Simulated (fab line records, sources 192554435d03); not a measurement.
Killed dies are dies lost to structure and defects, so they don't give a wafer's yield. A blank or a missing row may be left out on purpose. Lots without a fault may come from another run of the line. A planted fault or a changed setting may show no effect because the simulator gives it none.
Which tool did it? | flow n5_finfet | 24 lots, 72 wafers sampled, at 2 steps of a route of 1938

WHAT THE GAUGES READ, wafer by wafer
N5_BEOL_M9_INSPECT_30: inspects for defects (brightfield).
lot  | measured     | on                | raw_defect_count
L074 | day 9 11:11  | defect_inspect-02 | 320 301 703
L076 | day 9 20:04  | defect_inspect-02 | 304 365 393
L075 | day 9 20:42  | defect_inspect-01 | 563 443 429
L077 | day 10 02:43 | defect_inspect-01 | 311 337 305
L078 | day 10 04:47 | defect_inspect-02 | 511 391 341
L079 | day 10 09:44 | defect_inspect-01 | 441 449 392
L080 | day 10 12:13 | defect_inspect-02 | 408 271 358
L082 | day 10 14:53 | defect_inspect-01 | 409 652 533
L081 | day 10 19:44 | defect_inspect-02 | 406 475 505
L083 | day 10 21:36 | defect_inspect-01 | 390 397 416
L084 | day 11 04:13 | defect_inspect-02 | 239 426 312
L088 | day 14 11:37 | defect_inspect-01 | 368 392 417
L094 | day 14 23:03 | defect_inspect-02 | 412 607 369
L095 | day 14 22:53 | defect_inspect-01 | 327 282 277
L090 | day 14 23:05 | defect_inspect-01 | 363 350 323
L085 | day 15 01:22 | defect_inspect-02 | 405 512 484
L089 | day 15 11:17 | defect_inspect-02 | 401 368 471
L092 | day 15 15:53 | defect_inspect-02 | 470 380 433
L091 | day 15 20:20 | defect_inspect-02 | 415 363 489
L093 | day 16 08:46 | defect_inspect-02 | 407 426 460
L087 | day 16 08:49 | defect_inspect-02 | 272 305 369
L096 | day 16 13:33 | defect_inspect-02 | 348 514 429
L086 | day 16 19:10 | defect_inspect-01 | 393 441 406
L097 | day 16 19:18 | defect_inspect-02 | 328 416 291

WHICH TOOL RAN EACH LOT (tool, then ch and the chambers of the sampled wafers, then the start)
lot  | N5_BEOL_M9_ETCH_62
L074 | rie_diel-06 ch 1,2,3, day 9 10:14
L076 | rie_diel-05 ch 0,1, day 9 19:10
L075 | rie_diel-05 ch 0,2,3, day 9 19:49
L077 | rie_diel-06 ch 0,1,2, day 10 01:57
L078 | rie_diel-06 ch 0,1, day 10 03:54
L079 | rie_diel-01 ch 0,3, day 10 08:59
L080 | rie_diel-06 ch 1,2,3, day 10 11:21
L082 | rie_diel-06 ch 0,1,3, day 10 14:07
L081 | rie_diel-01 ch 0,1, day 10 18:44
L083 | rie_diel-01 ch 1,2,3, day 10 20:43
L084 | rie_diel-06 ch 0,1,3, day 11 03:22
L088 | rie_diel-01 ch 2,3, day 14 10:18
L094 | rie_diel-06 ch 1,3, day 14 17:54
L095 | rie_diel-01 ch 0,1, day 14 18:00
L090 | rie_diel-01 ch 1,2,3, day 14 21:51
L085 | rie_diel-01 ch 1,3, day 14 22:06
L089 | rie_diel-01 ch 0,1,3, day 15 08:53
L092 | rie_diel-01 ch 1,2,3, day 15 12:55
L091 | rie_diel-06 ch 0,1,2, day 15 17:59
L093 | rie_diel-01 ch 1,2, day 16 06:13
L087 | rie_diel-01 ch 1,2,3, day 16 06:30
L096 | rie_diel-06 ch 1,2,3, day 16 11:23
L086 | rie_diel-01 ch 0,3, day 16 18:06
L097 | rie_diel-05 ch 0,1, day 16 18:16
- N5_BEOL_M9_ETCH_62: etches SOC in N2/H2, target depth 110 nm, overetch 22 nm, time 165 s.

WHAT THE TOOLS THEMSELVES READ (means of the sampled wafers that have a number; where no wafer has one, the mark that the record gives instead)
N5_BEOL_M9_ETCH_62.
lot  | tool        | drypump_motor_current_A (A) | h2_flow_sccm (sccm) | oes_product_au (a.u.) | rf_vpp_V (V) | showerhead_plenum_p_Torr (Torr) | throttle_valve_pct (%)
L074 | rie_diel-06 | 5.8                         | 200.5               | 0.67                  | 523.1        | 2.51                            | 17.77
L076 | rie_diel-05 | 6.7                         | 199.8               | 0.60                  | 520.4        | 2.40                            | 18.12
L075 | rie_diel-05 | 5.6                         | 199.4               | 0.65                  | 524.7        | 2.58                            | 17.97
L077 | rie_diel-06 | 6.1                         | 199.4               | 0.69                  | 523.9        | 2.56                            | 17.64
L078 | rie_diel-06 | 6.1                         | 200.2               | 0.66                  | 525.6        | 2.62                            | 17.66
L079 | rie_diel-01 | 4.8                         | 201.0               | 0.61                  | 523.7        | 2.55                            | 18.13
L080 | rie_diel-06 | 5.8                         | 199.8               | 0.67                  | 523.7        | 2.51                            | 17.79
L082 | rie_diel-06 | 5.7                         | 200.4               | 0.64                  | 524.5        | 2.57                            | 17.80
L081 | rie_diel-01 | 5.1                         | 200.3               | 0.62                  | 525.7        | 2.63                            | 18.01
L083 | rie_diel-01 | 5.2                         | 199.9               | 0.60                  | 523.8        | 2.54                            | 17.98
L084 | rie_diel-06 | 5.8                         | 200.3               | 0.64                  | 524.5        | 2.57                            | 17.81
L088 | rie_diel-01 | 5.3                         | 199.6               | 0.69                  | 523.1        | 2.50                            | 17.90
L094 | rie_diel-06 | 5.5                         | 200.4               | 0.60                  | 522.7        | 2.51                            | 17.99
L095 | rie_diel-01 | 5.1                         | 199.9               | 0.73                  | 526.2        | 2.60                            | 17.71
L090 | rie_diel-01 | 5.1                         | 200.3               | 0.73                  | 524.2        | 2.53                            | 17.74
L085 | rie_diel-01 | 4.9                         | 199.9               | 0.80                  | 523.7        | 2.52                            | 17.65
L089 | rie_diel-01 | 5.0                         | 200.1               | 0.73                  | 525.0        | 2.57                            | 17.79
L092 | rie_diel-01 | 5.2                         | 200.1               | 0.73                  | 523.5        | 2.53                            | 17.74
L091 | rie_diel-06 | 6.1                         | 200.3               | 0.65                  | 523.9        | 2.55                            | 17.70
L093 | rie_diel-01 | 5.3                         | 199.9               | 0.71                  | 524.8        | 2.56                            | 17.67
L087 | rie_diel-01 | 5.2                         | 200.0               | 0.72                  | 523.0        | 2.53                            | 17.76
L096 | rie_diel-06 | 5.8                         | 199.7               | 0.63                  | 522.3        | 2.49                            | 17.84
L086 | rie_diel-01 | 4.9                         | 199.1               | 0.67                  | 525.0        | 2.58                            | 18.04
L097 | rie_diel-05 | 6.7                         | 199.0               | 0.66                  | 522.0        | 2.51                            | 18.00

THE ANSWER, worked out from the rows above alone
Rule: what is usual is taken from the lots themselves. Put in order of their means at a reading, lots are off if they are a third of the lots or fewer, leave a main group of 4 or more, and stand apart from it by a gap of 3 or more times the standard deviation of the main group's means; of several such gaps the widest counts. A main group whose means are all the same, to the digits that the tables above print for the reading, isn't used. A lot without any number at a reading at which 4 lots or more have one is off too. The other lots that the step has rows for count as sound. The gauges are gone through in route order, then the tools' own readings, and for those a lot's mean is taken as printed above. The first step at which some lot is off is used, and at that step the reading that is off furthest; a lot without a number counts as furthest.
No lot is off at any reading shown: from this, nothing can be told.

WHAT THE SIMULATOR HAD PUT IN
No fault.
